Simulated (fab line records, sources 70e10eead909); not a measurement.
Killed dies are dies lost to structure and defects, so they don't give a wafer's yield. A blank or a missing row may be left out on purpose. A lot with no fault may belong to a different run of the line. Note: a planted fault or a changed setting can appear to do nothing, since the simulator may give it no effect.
fab line records	flow nandHarc
record lots=6	wafers=18	lastDay=24
route steps=1159 shown A_STAIRCASE@575 END@1159
lots that met no fault: taken from a fault-free run of the same line
startH: start of the lot's first displayed wafer, in hours after the record's first day	waitH: hours from the lot's prior step to this one	" identical to the entry in the row above	L1.1+2: a row that stands for several wafers	- either no value or no given start	* or withheld: withheld	< > ~ a bound
route shown NAME@n: NAME is a module with steps in the file, n the number in the route of the first one	usual: the fault-free wafers' mean and standard deviation	same: alike in all rows	chamber/n: place in a boat	sites: readings site by site	_std_site: their standard deviation	_edge_site: inner sites' mean taken away from outer sites' mean	radiusMm: for every site, how far away it sits from the centre of the wafer	mask NAME#n: copy n	behind: the tool/chamber that last shaped the wafer	hold: the reason the lot was held/the length of the hold in hours/how it ended	device: whichever transistor did not switch (one of n, p or np)	end of line: the same wafers' tests at the end of the route	a step given without rows: its recipe and nothing more	killed: count of dies lost to structure and defects at first sort (not the wafer's yield)	map: a wafer's dies, x killed, . not, _ none there
set.NAME: the setting that was run; set.NAME@STEP: the one run at that earlier step	model.NAME: the simulator's own value behind a step, which no gauge read
lots at selected steps of the route; one table per step, one row per wafer
services: from which hour (startH, from the record's first day; less than 0 if before it) a tool's chamber was out of use, for how many hours, and why
## steps
# step NHARC_A_STAIRCASE_EXPOSE_181
# recipe na=0.5	doseMj=27.87	maskId=STAIR_2
# step NHARC_A_STAIRCASE_PEB_182
# recipe pebTempC=115	pebTimeS=130
# step NHARC_A_STAIRCASE_DEVELOP_183
# recipe timeS=140
# step NHARC_A_STAIRCASE_HARDBAKE_185
# recipe tempC=120	timeS=140
# step NHARC_A_STAIRCASE_DESCUM_186
# recipe timeS=3	o2FlowSccm=200	arFlowSccm=0	biasPowerW=0	chemistry=O2
# step NHARC_A_STAIRCASE_TRIM_187
# recipe timeS=211.2	o2FlowSccm=500	arFlowSccm=0	biasW=0	chemistry=O2
# usual drypumpMotorCurrentA=5.8/0.41	oesProductAu=1.005/0.016	rfVppV=57.7/0.88	showerheadPlenumPTorr=3.52/0.2	throttleValvePct=17.037/0.009
lot.wafer	tool	chamber	startH	waitH	drypumpMotorCurrentA	oesProductAu	rfHoursCounterH	rfVppV	showerheadPlenumPTorr	throttleValvePct
L631.1	rieDiel-01	1	253.31	0.1	5.9	0.962	39	57.5	3.46	17.048
L631.4	"	1	"	"	5.9	0.972	-	57.9	3.46	17.040
L631.5	"	2	"	"	5.6	0.977	-	56.5	3.26	17.040
L638.2	rieDiel-13	0	293.60	0.1	5.5	1.029	4	58.1	3.77	17.047
L638.1	"	2	"	"	6.4	1.024	4	57.4	3.30	17.041
L638.5	"	0	"	"	5.5	1.022	-	57.3	3.77	17.030
L645.2	rieDiel-13	3	339.30	0.1	6.3	1.001	25	59.4	3.66	17.037
L645.1	"	1	"	"	5.3	1.009	20	57.3	3.66	17.034
L645.3	"	2	"	"	6.5	1.023	20	56.5	3.29	17.028
L644.2	rieDiel-13	2	340.06	0.6	6.5	1.028	21	58.1	3.29	17.033
L644.1	"	0	"	"	5.5	1.018	25	58.6	3.76	17.041
L644.4	"	1	"	"	5.3	1.014	21	57.6	3.66	17.042
L649.2	rieDiel-12	3	364.20	0.1	5.9	1.017	56	57.8	3.30	17.024
L649.4	"	0	"	"	5.2	1.002	57	59.4	3.78	17.035
L649.3	"	1	"	"	6.1	1.003	50	57.6	3.40	17.030
L651.4	rieDiel-01	1	381.60	0.1	5.9	0.987	20	57.7	3.43	17.024
L651.2	"	3	"	"	6.1	1.000	22	57.1	3.37	17.049
L651.5	"	1	"	"	5.9	0.998	-	56.3	3.43	17.037
# step NHARC_A_STAIRCASE_ETCH_188
# recipe targetDepthA=1000	timeS=40.5	ionEnergyEv=400	c4f8FlowSccm=20	o2FlowSccm=10	arFlowSccm=withheld	rfW=600	biasW=1000	chemistry=C4F8/O2
# usual oesProductAu=0.941/0.019	rfVppV=896/7.2
lot.wafer	tool	chamber	startH	waitH	oesProductAu	rfHoursCounterH	rfVppV
L631.1	rieDiel-01	3	-	-	0.933	41	890
L631.4	"	1	"	"	0.927	-	893
L631.5	"	2	"	"	0.927	-	886
L638.2	rieDiel-13	1	-	-	0.922	4	902
L638.1	"	0	"	"	0.943	4	904
L638.5	"	1	"	"	0.928	-	901
L645.2	rieDiel-13	1	-	-	0.936	20	901
L645.1	"	2	"	"	0.951	20	887
L645.3	"	0	"	"	0.937	25	904
L644.1	rieDiel-13	1	-	-	0.942	21	901
L644.2	"	2	"	"	0.951	21	888
L644.4	"	0	"	"	0.942	25	906
L649.3	rieDiel-12	2	-	-	0.977	57	888
L649.4	"	3	"	"	0.967	57	888
L649.2	"	0	"	"	0.945	57	905
L651.4	rieDiel-01	3	-	-	0.911	23	891
L651.2	"	0	"	"	0.927	23	906
L651.5	"	0	"	"	0.919	-	905
# step NHARC_A_STAIRCASE_TRIM_189
# recipe timeS=211.2	o2FlowSccm=500	arFlowSccm=0	biasW=0	chemistry=O2
# step NHARC_A_STAIRCASE_ETCH_190
# recipe targetDepthA=1000	timeS=40.5	ionEnergyEv=400	c4f8FlowSccm=20	o2FlowSccm=10	arFlowSccm=withheld	rfW=600	biasW=1000	chemistry=C4F8/O2
# usual oesProductAu=0.942/0.015	rfVppV=895/7.3
lot.wafer	tool	chamber	startH	waitH	oesProductAu	rfHoursCounterH	rfVppV
L631.1	rieDiel-01	2	-	-	0.931	39	885
L631.5	"	1	"	"	0.941	-	895
L631.4	"	3	"	"	0.936	-	892
L638.2	rieDiel-13	2	-	-	0.966	6	889
L638.1	"	0	"	"	0.947	6	904
L638.5	"	3	"	"	0.956	-	902
L645.3	rieDiel-13	0	-	-	0.934	25	903
L645.2	"	1	"	"	0.926	21	901
L645.1	"	3	"	"	0.932	25	900
L644.4	rieDiel-13	0	-	-	0.938	26	904
L644.2	"	2	"	"	0.960	22	887
L644.1	"	3	"	"	0.946	26	902
L649.3	rieDiel-12	2	-	-	0.959	57	888
L649.4	"	3	"	"	0.954	57	888
L649.2	"	0	"	"	0.934	57	905
L651.2	rieDiel-01	3	-	-	0.928	23	892
L651.4	"	0	"	"	0.927	24	905
L651.5	"	2	"	"	0.926	-	905
# step NHARC_A_STAIRCASE_TRIM_191
# recipe timeS=211.2	o2FlowSccm=500	arFlowSccm=0	biasW=0	chemistry=O2
# usual drypumpMotorCurrentA=5.9/0.4	oesProductAu=1.005/0.015	rfVppV=57.7/0.94	showerheadPlenumPTorr=3.51/0.2	throttleValvePct=17.037/0.0089
lot.wafer	tool	chamber	startH	waitH	drypumpMotorCurrentA	oesProductAu	rfHoursCounterH	rfVppV	showerheadPlenumPTorr	throttleValvePct
L631.1	rieDiel-01	3	-	-	6.1	0.992	41	57.0	3.40	17.060
L631.5	"	3	"	"	6.1	0.984	-	57.3	3.40	17.033
L631.4	"	2	"	"	5.7	0.975	-	58.0	3.26	17.049
L638.1	rieDiel-13	0	-	-	5.5	1.023	7	59.0	3.77	17.044
L638.2	"	2	"	"	6.5	1.023	6	56.9	3.30	17.040
L638.5	"	0	"	"	5.5	1.022	-	58.3	3.77	17.020
L645.2	rieDiel-13	1	-	-	5.3	1.020	21	56.7	3.66	17.024
L645.3	"	2	"	"	6.4	1.035	21	57.4	3.29	17.024
L645.1	"	3	"	"	6.3	1.008	25	58.6	3.66	17.045
L644.2	rieDiel-13	1	-	-	5.3	1.009	22	57.2	3.66	17.035
L644.4	"	2	"	"	6.5	1.020	22	55.4	3.29	17.034
L644.1	"	3	"	"	6.3	1.006	26	57.2	3.66	17.032
L649.3	rieDiel-12	2	-	-	6.2	1.014	57	56.4	3.30	17.045
L649.2	"	0	"	"	5.1	0.994	57	59.0	3.77	17.035
L649.4	"	1	"	"	6.1	1.004	50	57.8	3.40	17.030
L651.4	rieDiel-01	2	-	-	5.7	1.005	20	59.0	3.79	17.029
L651.2	"	3	"	"	6.1	0.997	23	57.2	3.37	17.046
L651.5	"	3	"	"	6.1	0.992	-	58.7	3.37	17.039
# step NHARC_A_STAIRCASE_ETCH_192
# recipe targetDepthA=1000	timeS=40.5	ionEnergyEv=400	c4f8FlowSccm=20	o2FlowSccm=10	arFlowSccm=withheld	rfW=600	biasW=1000	chemistry=C4F8/O2
# step NHARC_A_STAIRCASE_TRIM_193
# recipe timeS=211.2	o2FlowSccm=500	arFlowSccm=0	biasW=0	chemistry=O2
# usual drypumpMotorCurrentA=5.8/0.42	oesProductAu=1.004/0.016	rfVppV=57.8/0.94	showerheadPlenumPTorr=3.53/0.2	throttleValvePct=17.036/0.0083
lot.wafer	tool	chamber	startH	waitH	drypumpMotorCurrentA	oesProductAu	rfHoursCounterH	rfVppV	showerheadPlenumPTorr	throttleValvePct
L631.1	rieDiel-01	2	254.10	-	5.7	0.972	39	58.5	3.26	17.025
L631.4	"	3	"	"	6.1	0.984	-	57.5	3.40	17.037
L631.5	"	1	"	"	5.9	0.968	-	59.2	3.46	17.042
L638.1	rieDiel-13	2	296.10	-	6.5	1.014	6	57.7	3.30	17.027
L638.2	"	0	"	"	5.5	1.028	7	56.8	3.77	17.027
L638.5	"	2	"	"	6.4	1.023	-	56.8	3.30	17.045
L645.3	rieDiel-13	3	341.16	-	6.3	1.203	26	57.1	3.66	17.037
L645.2	"	0	"	"	5.5	1.231	26	57.6	3.76	17.035
L645.1	"	2	"	"	6.5	1.234	22	57.0	3.29	17.030
L644.4	rieDiel-13	3	341.62	-	6.3	1.228	26	57.5	3.66	17.036
L644.2	"	0	"	"	5.5	1.226	26	60.0	3.76	17.027
L644.1	"	2	"	"	6.5	1.241	22	56.0	3.29	17.034
L649.2	rieDiel-12	3	364.89	-	6.0	1.030	57	56.0	3.30	17.038
L649.3	"	1	"	"	6.1	1.006	50	57.6	3.40	17.028
L649.4	"	2	"	"	6.2	0.998	57	58.6	3.30	17.027
L651.4	rieDiel-01	1	382.51	-	5.9	0.974	20	57.2	3.43	17.039
L651.2	"	2	"	"	5.7	1.003	20	58.2	3.79	17.025
L651.5	"	3	"	"	6.1	0.995	-	57.9	3.37	17.041
# step NHARC_A_STAIRCASE_ETCH_194
# recipe targetDepthA=1000	timeS=40.5	ionEnergyEv=400	c4f8FlowSccm=20	o2FlowSccm=10	arFlowSccm=withheld	rfW=600	biasW=1000	chemistry=C4F8/O2
# usual oesProductAu=0.944/0.015	rfVppV=896/7.3
lot.wafer	tool	chamber	startH	waitH	oesProductAu	rfHoursCounterH	rfVppV
L631.1	rieDiel-01	2	-	-	0.919	39	888
L631.5	"	2	"	"	0.928	-	885
L631.4	"	3	"	"	0.936	-	891
L638.2	rieDiel-13	2	-	-	0.954	6	887
L638.1	"	0	"	"	0.962	7	904
L638.5	"	1	"	"	0.937	-	901
L645.3	rieDiel-13	1	-	-	0.944	22	901
L645.2	"	3	"	"	0.933	26	901
L645.1	"	0	"	"	0.952	26	904
L644.2	rieDiel-13	3	-	-	0.945	26	901
L644.4	"	0	"	"	0.942	26	903
L644.1	"	1	"	"	0.951	22	901
L649.3	rieDiel-12	3	-	-	0.960	57	888
L649.4	"	1	"	"	0.944	50	890
L649.2	"	2	"	"	0.964	57	887
L651.4	rieDiel-01	1	-	-	0.933	20	893
L651.2	"	2	"	"	0.961	21	908
L651.5	"	0	"	"	0.937	-	906
# step NHARC_END_SORT_01
# recipe tempC=25
# usual killedAtArray=26/9.7	killedAtOther=1.0/1.2	killedAtPeriphery=3.9/2.6	killedDies=31/9.7	killedOpen=3.2/1.8	killedShort=2.0/1.3
# same grossDies=677
lot.wafer	tool	chamber	startH	waitH	killedAtArray	killedAtOther	killedAtPeriphery	killedDies	killedOpen	killedShort
L638.1	prober-02	0	484.28	2.5	28	0	11	39	5	0
L638.2	prober-02	0	485.09	2.8	24	2	2	28	1	2
L638.5	prober-02	0	487.53	3.7	21	0	2	23	1	5
L644.1	prober-01	0	542.17	2.5	187	0	3	190	3	0
L644.2	prober-01	0	542.97	2.8	187	1	6	194	5	4
L644.4	prober-01	0	544.55	3.4	194	0	6	200	4	2
L645.1	prober-02	0	542.24	2.5	123	0	7	130	2	1
L645.2	prober-02	0	543.05	2.8	143	1	5	149	8	0
L645.3	prober-02	0	543.85	3.1	115	2	5	122	5	2
# killed by level:class
L638.1 A_CHANNEL_HOLE_D1:chamberFilmFlake=17 P_M1:chamberFilmFlake=6 A_CONTACT:chamberFilmFlake=5 A_STAIRCASE:chamberFilmFlake=3 A_CONTACT:geometricParticle:open=2 P_GATE:geometricParticle:open=1 P_M2:geometricParticle:open=1 A_WL_FILL:geometricParticle:open=1
L638.2 A_CHANNEL_HOLE_D1:chamberFilmFlake=16 A_CONTACT:chamberFilmFlake=5 A_CHANNEL_FILL_D1:geometricParticle:short=2 THIN_TSV:chamberFilmFlake=2 P_GATE:geometricParticle:open=1 P_ZERO_WELL:chamberFilmFlake=1 A_WL_FILL:chamberFilmFlake=1
L638.5 A_CHANNEL_HOLE_D1:chamberFilmFlake=12 A_CHANNEL_FILL_D1:geometricParticle:short=2 A_WL_FILL:geometricParticle:short=2 A_CONTACT:chamberFilmFlake=2 P_M0:geometricParticle:open=1 A_SOURCE_PLATE:geometricParticle:short=1 P_ZERO_WELL:chamberFilmFlake=1 A_ZERO_WELL:chamberFilmFlake=1
L644.1 A_STAIRCASE:areaTrim=150 A_CHANNEL_HOLE_D1:chamberFilmFlake=18 A_SLIT:chamberFilmFlake=15 P_M2:chamberFilmFlake=2 P_STI:geometricParticle:open=1 A_CHANNEL_FILL_D1:geometricParticle:open=1 A_BLC:geometricParticle:open=1 A_WL_FILL:chamberFilmFlake=1
L645.1 A_STAIRCASE:areaTrim=116 P_M2:chamberFilmFlake=7 A_CHANNEL_HOLE_D1:chamberFilmFlake=2 A_CONTACT:geometricParticle:open=1 A_M1:geometricParticle:open=1 A_M1:geometricParticle:short=1 A_SLIT:chamberFilmFlake=1 A_CONTACT:chamberFilmFlake=1
L644.2 A_STAIRCASE:areaTrim=144 A_CHANNEL_HOLE_D1:chamberFilmFlake=19 A_SLIT:chamberFilmFlake=15 P_M2:chamberFilmFlake=3 A_WL_FILL:geometricParticle:short=2 A_STAIRCASE:chamberFilmFlake=2 P_M0:geometricParticle:open=1 P_M0:geometricParticle:short=1
L645.2 A_STAIRCASE:areaTrim=126 A_CHANNEL_HOLE_D1:chamberFilmFlake=8 P_M2:chamberFilmFlake=4 A_CHANNEL_FILL_D1:geometricParticle:open=3 P_GATE:geometricParticle:open=1 A_ONON_D1:geometricParticle:open=1 A_CONTACT:geometricParticle:open=1 A_BLC:geometricParticle:open=1
L645.3 A_STAIRCASE:areaTrim=100 A_CHANNEL_HOLE_D1:chamberFilmFlake=5 P_M2:chamberFilmFlake=4 A_CHANNEL_HOLE_D1:geometricParticle:open=3 A_SLIT:chamberFilmFlake=2 A_ONON_D1:geometricParticle:short=1 A_SGD_CUT:geometricParticle:short=1 A_M0:geometricParticle:open=1
L644.4 A_STAIRCASE:areaTrim=145 A_SLIT:chamberFilmFlake=24 A_CHANNEL_HOLE_D1:chamberFilmFlake=17 P_M2:chamberFilmFlake=3 A_BLC:geometricParticle:open=2 P_ZERO_WELL:chamberFilmFlake=2 A_SOURCE_PLATE:geometricParticle:short=1 A_ONON_D1:geometricParticle:open=1
# map L644.4 (x killed, . not)
____________x____________
_________xxxxxx._________
_______xxx......x._______
______x.......x.x.x______
_____x.........x...x_____
____x...x.........x.x____
____xx..x..........x.____
___x..x..............x___
___...x..............x___
__xx..................x__
__xx............x....xx__
_x.....................x_
_xx.........x..........x_
_.x.xx...........xx..x.._
_.xx...........x....xxxx_
_x.x.............x..xx.x_
xx.........x....xx.x.xx.x
xx...........x......xxxxx
xxxx...............x.xxxx
.xx..........x...x....xxx
xx..............x...x..xx
_xx....................x_
_xx........x.........xxx_
_x.................xx.x._
_xxx................xxxx_
_xx.................xx.x_
__xxx.x..............xx__
__xx.x............x..xx__
___xx.............xxxx___
___xx............xxxxx___
____x....x.....x....x____
____x.xxx.xx.....xxxx____
_____xxxx..........x_____
______xxx..xxx.xxxx______
_______xxxxxx.xxxx_______
_________xxxxxxx_________
____________x____________
# map L645.2 (x killed, . not)
____________x____________
_________xxx.xxx_________
_______xxxxxxxxxxx_______
______xxxx.xxxxx.xx______
_____xx.xxx.xx..xxxx_____
____x..x..x.x.....xxx____
____x..xxx.x...xx..xx____
___xxxxxx....xx.x.x.xx___
___xx...........x..xxx___
__x.x..............xxxx__
__x.xx............x..xx__
_x...................xxx_
_xx.......x.........x..x_
_xx.................x.xx_
_x....x......x........xx_
_x.................xxx.x_
.x.................xxx..x
x........x..x.......xxxxx
x............x......x..xx
x.x................x.x...
x........x.............xx
_......................._
_x.........x.x.......x.._
_....x.................._
_x..x..................x_
_......................x_
__..x..................__
__.....................__
___...................___
___................x..___
____x................____
____.................____
_____..............x_____
______.............______
_______..........._______
_________......._________
____________.____________
## services
tool	chamber	startH	hours	kind
rieDiel-13	0	230.59	-	clean
rieDiel-13	1	230.59	-	clean
rieDiel-13	2	230.59	-	clean
rieDiel-13	3	230.59	-	clean
rieDiel-01	0	236.41	21.0	repair
rieDiel-13	0	255.16	-	clean
rieDiel-13	1	255.16	-	clean
rieDiel-13	2	255.16	-	clean
rieDiel-13	3	255.16	-	clean
rieDiel-13	-	276.00	9.0	pm
rieDiel-13	0	276.00	9.0	ventCycle
rieDiel-13	1	276.00	9.0	ventCycle
rieDiel-13	2	276.00	9.0	ventCycle
rieDiel-13	3	276.00	9.0	ventCycle
rieDiel-13	0	285.00	-	clean
rieDiel-13	1	285.00	-	clean
rieDiel-13	2	285.00	-	clean
rieDiel-13	3	285.00	-	clean
rieDiel-13	3	285.00	-	consumableReplace:focusRing
rieDiel-13	0	309.53	-	clean
rieDiel-13	1	309.53	-	clean
rieDiel-01	-	316.00	9.0	pm
rieDiel-01	1	369.10	7.0	repair
rieDiel-12	-	379.58	9.0	pm
## key
firstSign step=NHARC_A_STAIRCASE_TRIM_193	reading=oesProductAu	direction=up	sigmas=14	usual=1.004	struck=1.227
effect step=NHARC_END_SORT_01	reading=killedDies	direction=up	sigmas=14	usual=31	struck=164
moreKillsBornAt NHARC_A_STAIRCASE_TRIM_193@rieDiel-13=781
metAt NHARC_A_STAIRCASE_TRIM_193
struckWafers L644.1,L644.2,L644.4,L645.1,L645.2,L645.3
testerLeftOut L644,L645
onsetBetween 296.10 341.16
fault kind=processParameterDrift	tool=rieDiel-13	chamber=-	onsetH=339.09	steps=NHARC_A_STAIRCASE_TRIM_193	channel=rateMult	offset=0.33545	shape=step	endH=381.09
# testerLeftOut: of these lots the tester's yield and bins aren't shown, on N5 and GAA mostly nor the transistor test; their killed dies are dies lost to structure and defects alone, not to doping, threshold or leakage, so they don't give the yield
